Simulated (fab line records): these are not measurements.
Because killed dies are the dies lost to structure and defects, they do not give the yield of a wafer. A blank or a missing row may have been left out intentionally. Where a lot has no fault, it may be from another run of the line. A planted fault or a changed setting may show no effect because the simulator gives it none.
Split-lot study	flow n5Finfet	21 wafers read across 7 lots, on a route 1938 steps long

== ON THE SPLIT ==
At N5_ZERO_LAYER_COAT_05 (resist thk 1000 nm), the setting spinRpm was moved away from the recipe's 1500 rpm on 8 of the 21 wafers read, by -11.0% to +7.5%. For the rest of the wafers, this setting stayed at what the recipe calls for.

Split to reading: the file shows no intervening step.

== THE READING ==
coat_of_ZERO_LAYER_COAT_05.thkNm (the simulator's own value, which no gauge read), in nm, at N5_ZERO_LAYER_ETCH_18 (etches Si in HBr/Cl2, target depth 120 nm, time 40 s). No usual value for it is given in the file. Average 929.3 nm, standard deviation 3.8 nm, over the 13 wafers here run with the recipe.

wafer	tool, chamber at the split	spinRpm as run, rpm	against the recipe	coat_of_ZERO_LAYER_COAT_05.thkNm, nm	against lot-mates on the recipe
L075.1	lithoTrack-01, 0	1357	-9.5%	984.3	+50.2
L075.3	lithoTrack-01, 0	1357	-9.5%	984.8	+50.7
L075.6	lithoTrack-01, 0	1500	recipe	934.1	-
L076.2	lithoTrack-02, 0	1500	recipe	931.8	-
L076.4	lithoTrack-02, 0	1500	recipe	935	-
L076.6	lithoTrack-02, 0	1612	+7.5%	900.8	-32.6
L084.2	lithoTrack-04, 0	1562	+4.1%	903.5	-19.9
L084.5	lithoTrack-04, 0	1500	recipe	924.4	-
L084.6	lithoTrack-04, 0	1500	recipe	922.4	-
L085.2	lithoTrack-02, 0	1500	recipe	930.9	-
L085.4	lithoTrack-02, 0	1500	recipe	929.5	-
L085.6	lithoTrack-02, 0	1409	-6.1%	960.7	+30.5
L089.3	lithoTrack-01, 0	1500	recipe	927.5	-
L089.5	lithoTrack-01, 0	1500	recipe	926.6	-
L089.6	lithoTrack-01, 0	1500	recipe	926.8	-
L091.2	lithoTrack-04, 0	1370	-8.7%	979.6	+46.9
L091.4	lithoTrack-04, 0	1500	recipe	933.1	-
L091.6	lithoTrack-04, 0	1500	recipe	932.4	-
L097.1	lithoTrack-01, 0	1335	-11.0%	986.4	+59.6
L097.3	lithoTrack-01, 0	1335	-11.0%	982.4	+55.6
L097.5	lithoTrack-01, 0	1500	recipe	926.8	-

THE FIT
A straight line over all 21 wafers: coat_of_ZERO_LAYER_COAT_05.thkNm changes by -5.22 nm for each +1% of spinRpm; r = -0.99; the points scatter about the line by 4.6 nm.
The same after taking each lot's own level away (the mean of its wafers on the recipe; 21 wafers): -5.12 nm for each +1%; r = -1.00; scatter 1.7 nm.
According to that fit, moving spinRpm by its largest amount changes the reading by 56 nm.
The lots' own levels span 923.40 to 934.10 nm, that is 2.9 times the standard deviation above.
The two slopes agree, so the slope changes little with the lot-to-lot level.
Check: with one of the wafers moved furthest among these (-11.0%) left out of the fit, the line predicts +56.4 nm for it against its lot-mates. It came out at +59.6 nm against them.

== OTHER SPLITS ON THESE WAFERS ==
Other splits were also applied to these wafers ahead of the reading. Each is held against what the fit with the lots' levels taken away leaves over:
other split on the same wafers	wafers away from the commonest value	r with coat_of_ZERO_LAYER_COAT_05.thkNm (lot level and that fit taken away)
N5_ZERO_LAYER_PECVD_02 timeS	9	-0.01

== THE WHOLE CHAIN: every reading that the file lists as answering this split, in the file's order ==
step	what it does	reading	change (the file's fit)	r (the file's)
N5_ZERO_LAYER_COAT_05	resist thk 1000 nm	coat_of_ZERO_LAYER_COAT_05.thkNm (the simulator's own value, which no gauge read)	-5.21 nm for each +1% of the setting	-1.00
N5_ZERO_LAYER_ETCH_18	etches Si in HBr/Cl2, target depth 120 nm, time 40 s	coat_of_ZERO_LAYER_COAT_05.thkNm (the simulator's own value, which no gauge read)	-5.12 nm for each +1% of the setting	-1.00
N5_ZERO_LAYER_STRIP_24	strips in O2	stripTimeToEndpointS	withheld for each +1% of the setting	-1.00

== FILE'S OWN FIT ==
coat_of_ZERO_LAYER_COAT_05.thkNm changes by -5.12 nm for each +1% of spinRpm, r = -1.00.
